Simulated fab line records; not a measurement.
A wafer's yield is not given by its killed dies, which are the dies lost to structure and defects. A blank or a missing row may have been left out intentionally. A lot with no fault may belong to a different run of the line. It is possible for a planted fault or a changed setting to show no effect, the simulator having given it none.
fab line records	flow n5-finfet
[record] lots = 7	wafers = 21
route steps=1938 shown GATE_CUT@490 MOL_CONTACT_COAG@584 BEOL_M0_SAQP@693 BEOL_M0_CUTY@701 BEOL_M1@770 BEOL_M2@890 BEOL_M3@1018
start-h: hours from the record's opening day to when the first of the lot's shown wafers began	wait-h: hours since the lot's step before	" identical to the entry in the row above	L1.1+2: a row that stands for several wafers	- value missing, or start not given	* or withheld: withheld	< > ~ a bound
route shown NAME@n: names a module that has steps shown in the file, with the first one's number in the route	usual: the fault-free wafers' mean and standard deviation	same: alike in all rows	chamber/n: place in a boat	sites: readings site by site	_std_site: the values' standard deviation	_edge_site: outer sites' mean less inner sites'	radius-mm: for every site, how far away it sits from the centre of the wafer	mask NAME#n: copy n	behind: the tool/chamber that last shaped the wafer	hold: why the lot went on hold/how many hours it stayed there/how the hold came to an end	device: whichever transistor did not switch (one of n, p or np)	end of line: at the end of the route, the tests of the same wafers	for a step that has no rows: nothing shown but its recipe	killed: dies lost to structure and defects at the first sort, not the wafer's yield	map: the dies of a wafer, with x for killed, . for not killed, _ for no die there
set.NAME: setting as actually run; set.NAME@STEP: the setting as run at that earlier step	model.NAME: the simulator's own value behind a step, which no gauge read
lots run with intentionally changed settings; tables by step, rows by wafer
[[steps]]
[step N5_GATE_CUT_DESCUM_18]
[recipe] chemistry = O2	time-s = 7	source-power-w = 50	bias-power-w = 20	pressure-mtorr = 20	rf-frequency-hz = 2.712e+07	temp-c = 40	resist = CAR-EUV	o2-flow-sccm = 225
lot.wafer	tool	chamber	start-h	wait-h	set.time-s	set.dose-mj@GATE_CUT_EXPOSE_10	model.CAR-EUV_of_GATE_CUT_COAT_07.thk-nm	model.GATE_CUT.cd-nm
L076.1+3+6	rie-diel-04	1,0,0	97.19	0.0	7	43.25	26.2	20.2
L078.2+6	rie-diel-06	1,3	108.02	0.0	7	43.25	26.2	20
L078.3	"	3	"	"	7	43.25	26.2	20.2
L080.1+5	rie-diel-06	3,2	119.10	0.0	6.246	45.91	26.4	21
L080.6	"	1	"	"	6.246	43.25	26.4	20
L085.1	rie-diel-05	3	151.99	0.1	7	43.25	26	20
L085.2	"	2	"	"	7	40.45	26	18.6
L085.4	"	1	"	"	7	40.45	26	18.4
L086.1	rie-diel-05	1	156.91	0.0	7	41.47	26	19
L086.4	"	0	"	"	7	41.47	26	19.2
L086.6	"	2	"	"	7	43.25	26	20
L093.2	rie-diel-05	1	198.48	0.0	7	43.25	26	20.2
L093.5	"	1	"	"	7.621	42.06	25.8	19.6
L093.6	"	2	"	"	7	43.25	26	20
L094.1	rie-diel-05	1	208.30	0.1	7	43.25	26	20.4
L094.4	"	0	"	"	5.681	44.79	26.8	20.8
L094.6	"	0	"	"	5.681	44.79	26.8	20.6
[step N5_GATE_CUT_ETCH_28]
[recipe] chemistry = N2/H2	target = underlayer	target-depth-a = 130	mask-material = CAR-EUV	time-s = 10.4	ion-energy-ev = 200	pressure-mtorr = 30	source-w = 840	bias-w = 150	n2-flow-sccm = 200	h2-flow-sccm = 200	ends = cleared
lot.wafer	tool	chamber	start-h	wait-h	set.dose-mj@GATE_CUT_EXPOSE_10	model.GATE_CUT.cd-nm
L076.1+3+6	rie-diel-04	1,0,0	97.23	0.0	43.25	20.2
L078.2+3+6	rie-diel-06	1,3,3	108.05	0.0	43.25	20
L080.1+5	rie-diel-06	3,2	119.14	0.0	45.91	21
L080.6	"	1	"	"	43.25	20
L085.1	rie-diel-05	3	152.03	0.0	43.25	20
L085.2	"	2	"	"	40.45	18.6
L085.4	"	1	"	"	40.45	18.4
L086.1	rie-diel-05	1	156.94	0.0	41.47	19
L086.4	"	0	"	"	41.47	19.2
L086.6	"	2	"	"	43.25	20.2
L093.2	rie-diel-05	1	198.52	0.0	43.25	20.2
L093.5	"	1	"	"	42.06	19.4
L093.6	"	2	"	"	43.25	20
L094.1	rie-diel-05	1	208.34	0.0	43.25	20.4
L094.4	"	0	"	"	44.79	20.8
L094.6	"	0	"	"	44.79	20.6
[step N5_GATE_CUT_ETCH_36]
[recipe] chemistry = CF4	target = SiARC	target-depth-a = 130	mask-material = CAR-EUV	time-s = 21.7	ion-energy-ev = 80	pressure-mtorr = 40	source-w = 545	bias-w = 36	Ar_flow_sccm = 100	cf4-flow-sccm = 100	ends = cleared
lot.wafer	tool	chamber	start-h	wait-h	set.time-s@GATE_CUT_DESCUM_18	model.CAR-EUV_of_GATE_CUT_COAT_07.thk-nm
L076.1+3+6	rie-diel-04	1,0,0	97.25	0.0	7	7
L078.2+3+6	rie-diel-06	1,3,3	108.07	0.0	7	7
L080.1+5+6	rie-diel-06	3,2,1	119.16	0.0	6.246	7.2
L085.1+2	rie-diel-05	3,2	152.05	0.0	7	6.8
L085.4	"	1	"	"	7	7
L086.1+4+6	rie-diel-05	1,0,2	156.96	0.0	7	7
L093.2+6	rie-diel-05	1,2	198.54	0.0	7	6.8
L093.5	"	1	"	"	7.621	6.6
L094.1	rie-diel-05	1	208.36	0.0	7	7
L094.4	"	0	"	"	5.681	7.8
L094.6	"	0	"	"	5.681	7.6
[step N5_GATE_CUT_ETCH_37]
[recipe] chemistry = N2/H2	target = SOC	target-depth-a = 600	overetch-a = 120	mask-material = SiARC	temp-c = 40	time-s = 90	ion-energy-ev = 200	pressure-mtorr = 30	source-w = 840	bias-w = 150	n2-flow-sccm = 200	h2-flow-sccm = 200
[step N5_GATE_CUT_STRIP_38]
[recipe] chemistry = N2/H2	temp-c = 40	n2-flow-sccm = 200	h2-flow-sccm = 200	rf-frequency-hz = 6e+07
[step N5_GATE_CUT_CUT_ETCH_54]
[recipe] chemistry = Cl2/BCl3	target = TiN	mask-material = SiO2	target-depth-a = 967	pressure-mtorr = 10	icp-w = 1000	bias-w = 126	Cl2_flow_sccm = 53.25	bcl3-flow-sccm = 21.75	Ar_flow_sccm = 25	ends = cleared
[step N5_GATE_CUT_CUT_ETCH_55]
[recipe] chemistry = BCl3	target = HfO2	mask-material = SiO2	target-depth-a = 32	ion-energy-ev = 30	pressure-mtorr = 5	icp-w = 450	bias-w = 18	bcl3-flow-sccm = 80
[step N5_GATE_CUT_ETCH_47]
[recipe] chemistry = Cl2/BCl3	target = SiO2	target-depth-a = 100	pressure-mtorr = 10	icp-w = 1000	bias-w = 126	Cl2_flow_sccm = 53.25	bcl3-flow-sccm = 21.75	Ar_flow_sccm = 25
lot.wafer	tool	chamber	start-h	wait-h	set.dose-mj@GATE_CUT_EXPOSE_10	model.GATE_CUT.cd-nm
L076.1	rie-metal-01	1	97.74	0.0	43.25	20.6
L076.3	"	0	"	"	43.25	20.4
L076.6	"	1	"	"	43.25	20
L078.2+3	rie-metal-01	1,0	108.56	0.0	43.25	20.2
L078.6	"	1	"	"	43.25	20.4
L080.1	rie-metal-02	1	119.65	0.0	45.91	21
L080.5	"	0	"	"	45.91	21.2
L080.6	"	1	"	"	43.25	19.2
L085.1	rie-metal-03	1	152.53	0.0	43.25	20
L085.2	"	0	"	"	40.45	18.4
L085.4	"	0	"	"	40.45	18.2
L086.1+4	rie-metal-03	0	157.45	0.0	41.47	19
L086.6	"	1	"	"	43.25	20.6
L093.2	rie-metal-03	0	199.03	0.0	43.25	19.8
L093.5	"	1	"	"	42.06	19.4
L093.6	"	0	"	"	43.25	19.6
L094.1	rie-metal-02	1	208.85	0.0	43.25	20
L094.4	"	1	"	"	44.79	20.4
L094.6	"	1	"	"	44.79	20.2
[step N5_MOL_CONTACT_COAG_ETCHBACK_135]
[recipe] chemistry = CHF3	target = SiO2	target-depth-a = 250	time-s = 16.7	ion-energy-ev = 200	pressure-mtorr = 30	source-w = 610	bias-w = 170	Ar_flow_sccm = 200	CHF3_flow_sccm = 50
lot.wafer	tool	chamber	start-h	wait-h	set.time-s	model.SOC_of_MOL_CONTACT_COAG_COAT_75.thk-nm
L076.1	rie-diel-03	1	111.58	0.0	16.7	57.4
L076.3+6	"	3	"	"	20.27	56.8
L078.2	rie-diel-02	3	126.66	0.0	16.7	57
L078.3	"	1	"	"	16.7	57.2
L078.6	"	0	"	"	16.7	57.4
L080.1	rie-diel-02	2	133.40	0.0	16.7	57.2
L080.5	"	1	"	"	16.7	57.6
L080.6	"	2	"	"	20.08	56.8
L086.1+6	rie-diel-02	0,1	171.36	0.0	19.56	56.8
L086.4	"	2	"	"	16.7	57.2
L085.1+2	rie-diel-02	1,2	171.71	0.0	16.7	57.6
L085.4	"	0	"	"	16.7	57.4
L093.2+5	rie-diel-02	3,0	213.98	0.0	19.42	57
L093.6	"	3	"	"	16.7	57.4
L094.1+4	rie-diel-01	1,0	222.58	0.0	16.7	57
L094.6	"	3	"	"	18.67	56.8
[step N5_MOL_CONTACT_COAG_VIA_ETCH_46]
[recipe] chemistry = C4F6/O2	target-depth-a = 460	overetch-a = 92	mask-material = SOC	target = SiO2	bias-w = 455	pressure-mtorr = 10	time-s = 40	source-w = 325	Ar_flow_sccm = 300	C4F6_flow_sccm = 10	O2_flow_sccm = 10	ion-energy-ev = 575.3	ends = end-point
[usual] rf-vpp-V = 1581/15
lot.wafer	tool	chamber	start-h	wait-h	set.bias-w	set.time-s@MOL_CONTACT_COAG_ETCHBACK_135	rf-vpp-V	model.SOC_of_MOL_CONTACT_COAG_COAT_75.thk-nm
L076.1	rie-diel-03	1	111.61	0.0	455	16.7	1587	50.8
L076.3	"	3	"	"	455	20.27	1571	50.2
L076.6	"	3	"	"	525.1	20.27	1749	49.8
L078.2	rie-diel-02	3	126.70	0.0	455	16.7	1599	50.4
L078.3	"	1	"	"	455	16.7	1579	50.6
L078.6	"	0	"	"	455	16.7	1581	50.8
L080.1	rie-diel-02	2	133.43	0.0	455	16.7	1573	50.6
L080.5	"	1	"	"	434.2	16.7	1525	50.8
L080.6	"	2	"	"	434.2	20.08	1518	50.2
L086.1	rie-diel-02	0	171.39	0.0	455	19.56	1581	50.4
L086.4	"	2	"	"	380	16.7	1373	51.2
L086.6	"	1	"	"	455	19.56	1579	50.2
L085.1	rie-diel-02	1	171.74	0.0	481.9	16.7	1648	50.8
L085.2	"	2	"	"	481.9	16.7	1641	50.8
L085.4	"	0	"	"	455	16.7	1581	50.8
L093.2	rie-diel-02	3	214.01	0.0	455	19.42	1599	50.4
L093.5	"	0	"	"	455	19.42	1579	50.4
L093.6	"	3	"	"	455	16.7	1598	50.8
L094.1	rie-diel-01	1	222.61	0.0	455	16.7	1564	50.2
L094.4	"	0	"	"	455	16.7	1567	50.4
L094.6	"	3	"	"	455	18.67	1598	50.2
[step N5_MOL_CONTACT_COAG_CVD_140]
[recipe] material = W	target-thk-a = 665	mode = selective-fill	temp-c = 300	time-s = 215
lot.wafer	tool	chamber	start-h	wait-h	set.target-thk-a	model.W_of_MOL_CONTACT_COAG_CVD_140.thk-nm
L076.1	cvd-w-01	0	113.60	0.1	665	67
L076.3	"	0	"	"	607.9	60.6
L076.6	"	0	"	"	607.9	61.6
L078.2	cvd-w-02	1	128.74	0.1	665	66.8
L078.3+6	"	0,1	"	"	665	67.2
L080.1	cvd-w-01	0	135.67	0.1	665	66.2
L080.5	"	0	"	"	665	66.8
L080.6	"	1	"	"	713.2	71.8
L086.1	cvd-w-02	0	173.30	0.1	665	67
L086.4	"	0	"	"	665	67.2
L086.6	"	1	"	"	665	66.8
L085.1	cvd-w-01	0	174.08	0.1	665	66.2
L085.2	"	1	"	"	665	66.4
L085.4	"	0	"	"	665	66
L093.2	cvd-w-02	1	216.17	0.1	665	65.8
L093.5	"	1	"	"	665	66.6
L093.6	"	0	"	"	708.8	71.2
L094.1	cvd-w-02	1	224.38	0.1	600	59.2
L094.4	"	1	"	"	600	59
L094.6	"	1	"	"	665	66
[step N5_BEOL_M0_SAQP_ETCH_88]
[recipe] chemistry = N2/H2	target = underlayer	target-depth-a = 65	time-s = 5.2	ion-energy-ev = 200	mask-material = CAR-EUV	pressure-mtorr = 30	source-w = 840	bias-w = 150	n2-flow-sccm = 200	h2-flow-sccm = 200	ends = cleared
[usual] etch-rf-on-time-s = 5.20/0.082	rf-vpp-V = 523.8/2.7
lot.wafer	tool	chamber	start-h	wait-h	set.source-w	etch-rf-on-time-s	rf-vpp-V
L076.1	rie-diel-04	1	126.48	0.0	776.4	5.52	538.9
L076.3	"	0	"	"	840	5.07	520.2
L076.6	"	1	"	"	776.4	5.47	538.5
L078.2	rie-diel-05	3	140.22	0.0	840	5.21	522.2
L078.3	"	0	"	"	840	5.34	527.6
L078.6	"	2	"	"	840	5.34	523.7
L080.1	rie-diel-04	0	145.09	0.0	760.7	5.49	539.1
L080.5	"	1	"	"	840	5.12	526.8
L080.6	"	2	"	"	760.7	5.67	539.6
L086.1	rie-diel-04	3	183.37	0.0	840	5.23	525.6
L086.4	"	1	"	"	840	5.18	530.0
L086.6	"	0	"	"	840	5.07	523.3
L085.1	rie-diel-05	1	186.04	0.0	774.7	5.54	533.3
L085.2	"	2	"	"	774.7	5.61	539.6
L085.4	"	0	"	"	840	5.32	525.0
L093.2	rie-diel-04	0	226.78	0.0	840	5.10	520.0
L093.5	"	1	"	"	840	5.24	526.4
L093.6	"	2	"	"	840	5.16	520.8
L094.1	rie-diel-06	2	233.94	0.0	747	5.77	547.7
L094.4	"	3	"	"	840	5.20	526.0
L094.6	"	1	"	"	747	5.79	540.7
[step N5_BEOL_M0_CUTY_COAT_50]
[recipe] resist = SiARC	temp-c = 220	time-s = 60	spin-rpm = 1500	resist-thk-nm = 15
lot.wafer	tool	chamber	start-h	wait-h	set.spin-rpm	model.SiARC_of_BEOL_M0_CUTY_COAT_50.thk-nm
L076.1+6	litho-track-03	0	127.47	0.0	1500	15
L076.3	"	0	"	"	1432	15.4
L078.2+3+6	litho-track-02	0	141.20	0.0	1500	15
L080.1+6	litho-track-03	0	146.01	0.0	1500	15
L080.5	"	0	"	"	1402	15.6
L086.1+6	litho-track-02	0	184.51	0.0	1500	15
L086.4	"	0	"	"	1375	15.6
L085.1	litho-track-02	0	186.96	0.0	1644	14.4
L085.2	"	0	"	"	1500	15
L085.4	"	0	"	"	1644	14.2
L093.2	litho-track-02	0	227.74	0.0	1360	15.8
L093.5+6	"	0	"	"	1500	15
L094.1	litho-track-03	0	234.96	0.0	1500	15.2
L094.4	"	0	"	"	1368	15.8
L094.6	"	0	"	"	1500	15
[step N5_BEOL_M1_ETCH_64]
[recipe] chemistry = N2/H2	target = SOC	target-depth-a = 750	overetch-a = 150	mask-material = SiARC	temp-c = 40	time-s = 112.5	ion-energy-ev = 200	pressure-mtorr = 30	source-w = 840	bias-w = 150	n2-flow-sccm = 200	h2-flow-sccm = 200
[usual] rf-vpp-V = 523.5/2.3
lot.wafer	tool	chamber	start-h	wait-h	set.bias-w	rf-vpp-V	model.SiARC_of_BEOL_M1_COAT_62.thk-nm
L076.1	rie-diel-04	2	138.24	0.0	150	522.7	6.8
L076.3	"	0	"	"	150	522.7	6.6
L076.6	"	0	"	"	150	522.5	6.6
L078.2	rie-diel-06	2	148.74	0.0	150	525.1	6.8
L078.3	"	1	"	"	150	518.3	7
L078.6	"	2	"	"	150	526.5	6.8
L080.1	rie-diel-06	0	151.89	0.0	150	525.3	6.6
L080.5	"	1	"	"	169.1	562.0	6
L080.6	"	2	"	"	169.1	567.3	6
L086.1	rie-diel-04	0	192.11	0.0	150	522.9	6.6
L086.4	"	1	"	"	133.3	488.5	7.6
L086.6	"	1	"	"	133.3	488.0	7.6
L085.1	rie-diel-05	1	192.86	0.0	157.8	538.5	6.4
L085.2	"	2	"	"	150	525.0	6.8
L085.4	"	0	"	"	150	526.7	6.8
L093.2	rie-diel-05	0	235.93	0.0	169.4	567.3	6.2
L093.5	"	1	"	"	169.4	562.3	6
L093.6	"	0	"	"	169.4	567.4	6.2
L094.1	rie-diel-04	0	245.30	0.0	132.3	480.9	7.4
L094.4	"	0	"	"	150	522.7	6.6
L094.6	"	3	"	"	150	524.8	7
[step N5_BEOL_M1_ALD_98]
[recipe] material = SiO2	target-thk-a = 25	temp-c = 100	ald-precursor-family = BDEAS	ald-co-reactant = O2-plasma	pulse-time-s = 1	co-reactant-pulse-time-s = 1	purge-time-s = 2	co-reactant-purge-time-s = 2	ald-cycles = 17	pressure-torr = 2
lot.wafer	tool	chamber	start-h	wait-h	set.ald-cycles	model.SiO2_of_BEOL_M1_ALD_98.thk-nm
L076.1	ald-sin-03	3	139.29	0.1	17	2.6
L076.3+6	"	0	"	"	17	2.4
L078.2	ald-sin-03	2	150.54	0.6	17	2.6
L078.3+6	"	1,2	"	"	17	2.4
L080.1	ald-sin-03	2	153.26	0.2	17	2.4
L080.5	"	1	"	"	17	2.6
L080.6	"	0	"	"	14	2
L086.1+4	ald-sin-01	0,2	193.79	0.4	14	2
L086.6	"	1	"	"	17	2.6
L085.1+4	ald-sin-03	3,1	193.91	0.1	17	2.6
L085.2	"	2	"	"	17	2.4
L093.2+5+6	ald-sin-04	1,1,0	236.88	0.1	17	2.4
L094.1	ald-sin-03	2	246.72	0.4	17	2.6
L094.4+6	"	3,2	"	"	18	2.6
[step N5_BEOL_M1_ETCH_70]
[recipe] chemistry = N2/H2	target = SOC	target-depth-a = 800	overetch-a = 160	mask-material = SiARC	temp-c = 40	time-s = 120	ion-energy-ev = 200	pressure-mtorr = 30	source-w = 840	bias-w = 150	n2-flow-sccm = 200	h2-flow-sccm = 200
lot.wafer	tool	chamber	start-h	wait-h	set.time-s	model.SiARC_of_BEOL_M1_COAT_68.thk-nm
L076.1+3	rie-diel-04	1,2	139.45	0.0	120	6.4
L076.6	"	2	"	"	97.4	7.6
L078.2+6	rie-diel-06	3,0	150.89	0.0	120	6.4
L078.3	"	0	"	"	120	6.2
L080.1	rie-diel-04	2	153.94	0.0	120	6.4
L080.5+6	"	1,3	"	"	106	7
L086.1	rie-diel-06	2	193.97	0.0	120	6.4
L086.4	"	0	"	"	120	6.2
L086.6	"	1	"	"	136.2	5.8
L085.1	rie-diel-06	2	194.34	0.0	102.3	7.2
L085.2	"	0	"	"	120	6.2
L085.4	"	3	"	"	120	6.4
L093.2+6	rie-diel-04	2,1	237.74	0.0	143.4	5.2
L093.5	"	0	"	"	120	6.2
L094.1+4	rie-diel-04	2	246.98	0.0	120	6.2
L094.6	"	0	"	"	95.34	7.4
[step N5_BEOL_M2_TRENCH_ETCH_37]
[recipe] chemistry = C4F6/O2	target-depth-a = 555.55	target = SiOC	time-s = 29.2	ion-energy-ev = 250	pressure-mtorr = 30	source-w = 355	bias-w = 185	Ar_flow_sccm = 300	C4F6_flow_sccm = 10	O2_flow_sccm = 10
[usual] rf-vpp-V = 663/7.3
lot.wafer	tool	chamber	start-h	wait-h	set.source-w	rf-vpp-V	model.BEOL_M2.feature-depth-nm	model.etch.depth-nm
L076.1	rie-diel-03	3	-	-	355	659	54.8	54.8
L076.3	"	2	"	"	392	640	56.8	56.89
L076.6	"	1	"	"	392	633	57.2	57.21
L078.2	rie-diel-01	1	-	-	355	655	56.4	56.3
L078.3	"	3	"	"	355	671	55.8	55.84
L078.6	"	1	"	"	355	656	56	55.91
L080.1	rie-diel-01	1	-	-	355	656	56	55.95
L080.5	"	1	"	"	297.5	718	52.6	52.57
L080.6	"	3	"	"	355	670	56.2	56.15
L086.1	rie-diel-03	1	-	-	405.2	622	57.6	57.68
L086.4	"	2	"	"	405.2	630	58.2	58.26
L086.6	"	1	"	"	405.2	621	58	57.97
L085.1	rie-diel-03	1	-	-	391.9	631	57.8	57.84
L085.2	"	2	"	"	355	673	55.6	55.53
L085.4	"	2	"	"	391.9	639	57.4	57.46
L093.2	rie-diel-03	1	-	-	355	664	55.8	55.89
L093.5	"	3	"	"	355	659	57.2	57.24
L093.6	"	2	"	"	355	671	56	55.96
L094.1	rie-diel-01	2	-	-	355	649	55.6	55.53
L094.4	"	0	"	"	355	657	55.8	55.75
L094.6	"	0	"	"	334.2	676	54.8	54.77
[step N5_BEOL_M2_ETCH_41]
[recipe] chemistry = CH3F/O2	target = SiCN	target-depth-a = 299	taper-deg = 2	time-s = 52.5	ion-energy-ev = 120	mask-material = TiN	pressure-mtorr = 30	source-w = 395	bias-w = 75	Ar_flow_sccm = 150	CH3F_flow_sccm = 30	O2_flow_sccm = 20
[step N5_BEOL_M2_STRIP_97]
[recipe] chemistry = N2/H2	time-s = 10	power-w = 450	temp-c = 40	pressure-mtorr = 20	rf-frequency-hz = 6e+07	bias-power-w = 7	n2-flow-sccm = 200	h2-flow-sccm = 200
[step N5_BEOL_M2_OCD_MEAS_38]
[usual] trench-depth-nm = 55.7/0.66
lot.wafer	tool	chamber	start-h	wait-h	set.source-w@BEOL_M2_TRENCH_ETCH_37	trench-depth-nm
L076.1	ocd-02	-	148.27	-	355	55.0
L076.3	"	-	"	"	392	56.9
L076.6	"	-	"	"	392	57.4
L078.2	ocd-02	-	163.62	-	355	56.2
L078.3	"	-	"	"	355	56.0
L078.6	"	-	"	"	355	55.4
L080.1	ocd-01	-	167.01	-	355	55.9
L080.5	"	-	"	"	297.5	52.6
L080.6	"	-	"	"	355	56.3
L086.1	ocd-01	-	204.08	-	405.2	57.9
L086.4	"	-	"	"	405.2	57.9
L086.6	"	-	"	"	405.2	57.8
L085.1	ocd-01	-	208.29	-	391.9	58.1
L085.2	"	-	"	"	355	55.4
L085.4	"	-	"	"	391.9	57.0
L093.2	ocd-01	-	246.67	-	355	56.0
L093.5	"	-	"	"	355	56.9
L093.6	"	-	"	"	355	56.0
L094.1	ocd-01	-	254.48	-	355	55.2
L094.4	"	-	"	"	355	55.6
L094.6	"	-	"	"	334.2	54.7
[step N5_BEOL_M3_DEP_57]
[recipe] material = SiCN	target-thk-a = 80	temp-c = withheld	precursor = 3MS/NH3	pressure-torr = 3	rf-w = 202	time-s = 14
lot.wafer	tool	chamber	start-h	wait-h	set.time-s	model.SiCN_of_BEOL_M3_DEP_57.thk-nm
L076.1+3	pecvd-01	1,2	164.27	0.0	12.26	7
L076.6	"	0	"	"	14	8.2
L078.2+3+6	pecvd-01	1,2,1	178.79	0.0	14	8
L080.1	pecvd-02	0	181.92	0.0	12.66	7
L080.5	"	1	"	"	14	8
L080.6	"	2	"	"	12.66	7.4
L086.1	pecvd-01	1	219.25	0.0	12.85	7.6
L086.4+6	"	2,1	"	"	14	8.2
L085.1	pecvd-02	2	224.88	0.0	14	8
L085.2	"	1	"	"	14	7.8
L085.4	"	1	"	"	13.25	7.6
L093.2	pecvd-01	1	268.17	0.0	14.95	8.2
L093.5	"	0	"	"	14.95	8.6
L093.6	"	1	"	"	14	8
L094.1	pecvd-04	1	275.65	0.0	14	7.8
L094.4	"	1	"	"	12.39	7.2
L094.6	"	2	"	"	12.39	7
[[key]]
[split] step = N5_GATE_CUT_DESCUM_18	setting = time-s	stated = 7	by = wafer
[response] step = N5_GATE_CUT_DESCUM_18	reading = model.CAR-EUV_of_GATE_CUT_COAT_07.thk-nm	change = -0.0388	per = 1%	r = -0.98
[response] step = N5_GATE_CUT_ETCH_36	reading = model.CAR-EUV_of_GATE_CUT_COAT_07.thk-nm	change = -0.0345	per = 1%	r = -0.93
[split] step = N5_MOL_CONTACT_COAG_ETCHBACK_135	setting = time-s	stated = 16.7	by = wafer
[response] step = N5_MOL_CONTACT_COAG_ETCHBACK_135	reading = model.SOC_of_MOL_CONTACT_COAG_COAT_75.thk-nm	change = -0.026	per = 1%	r = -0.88
[response] step = N5_MOL_CONTACT_COAG_VIA_ETCH_46	reading = model.SOC_of_MOL_CONTACT_COAG_COAT_75.thk-nm	change = -0.0322	per = 1%	r = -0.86
[split] step = N5_MOL_CONTACT_COAG_VIA_ETCH_46	setting = bias-w	stated = 455	by = wafer
[response] step = N5_MOL_CONTACT_COAG_VIA_ETCH_46	reading = rf-vpp-V	change = +11.7	per = 1%	r = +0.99
[split] step = N5_MOL_CONTACT_COAG_CVD_140	setting = target-thk-a	stated = 665	by = wafer
[response] step = N5_MOL_CONTACT_COAG_CVD_140	reading = model.W_of_MOL_CONTACT_COAG_CVD_140.thk-nm	change = +0.714	per = 1%	r = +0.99
[split] step = N5_BEOL_M0_SAQP_ETCH_88	setting = source-w	stated = 840	by = wafer
[response] step = N5_BEOL_M0_SAQP_ETCH_88	reading = etch-rf-on-time-s	change = *	per = 1%	r = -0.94
[response] step = N5_BEOL_M0_SAQP_ETCH_88	reading = rf-vpp-V	change = -1.67	per = 1%	r = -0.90
[split] step = N5_BEOL_M0_CUTY_COAT_50	setting = spin-rpm	stated = 1500	by = wafer
[response] step = N5_BEOL_M0_CUTY_COAT_50	reading = model.SiARC_of_BEOL_M0_CUTY_COAT_50.thk-nm	change = -0.0798	per = 1%	r = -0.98
[split] step = N5_BEOL_M1_ETCH_64	setting = bias-w	stated = 150	by = wafer
[response] step = N5_BEOL_M1_ETCH_64	reading = rf-vpp-V	change = +3.22	per = 1%	r = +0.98
[response] step = N5_BEOL_M1_ETCH_64	reading = model.SiARC_of_BEOL_M1_COAT_62.thk-nm	change = -0.0617	per = 1%	r = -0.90
[split] step = N5_BEOL_M1_ALD_98	setting = ald-cycles	stated = 17	by = wafer
[response] step = N5_BEOL_M1_ALD_98	reading = model.SiO2_of_BEOL_M1_ALD_98.thk-nm	change = +0.0295	per = 1%	r = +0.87
[split] step = N5_BEOL_M1_ETCH_70	setting = time-s	stated = 120	by = wafer
[response] step = N5_BEOL_M1_ETCH_70	reading = model.SiARC_of_BEOL_M1_COAT_68.thk-nm	change = -0.0554	per = 1%	r = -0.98
[split] step = N5_BEOL_M2_TRENCH_ETCH_37	setting = source-w	stated = 355	by = wafer
[response] step = N5_BEOL_M2_TRENCH_ETCH_37	reading = rf-vpp-V	change = -3.21	per = 1%	r = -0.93
[response] step = N5_BEOL_M2_TRENCH_ETCH_37	reading = model.BEOL_M2.feature-depth-nm	change = +0.206	per = 1%	r = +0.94
[response] step = N5_BEOL_M2_TRENCH_ETCH_37	reading = model.etch.depth-nm	change = +0.208	per = 1%	r = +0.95
[response] step = N5_BEOL_M2_OCD_MEAS_38	reading = trench-depth-nm	change = +0.206	per = 1%	r = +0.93
[split] step = N5_BEOL_M3_DEP_57	setting = time-s	stated = 14	by = wafer
[response] step = N5_BEOL_M3_DEP_57	reading = model.SiCN_of_BEOL_M3_DEP_57.thk-nm	change = +0.0766	per = 1%	r = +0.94
split outside-this-file step=N5_GATE_CUT_EXPOSE_10 setting=dose-mj
// split outside-this-file: this setting was split too, and the file shows its column; the key of that split is in another file
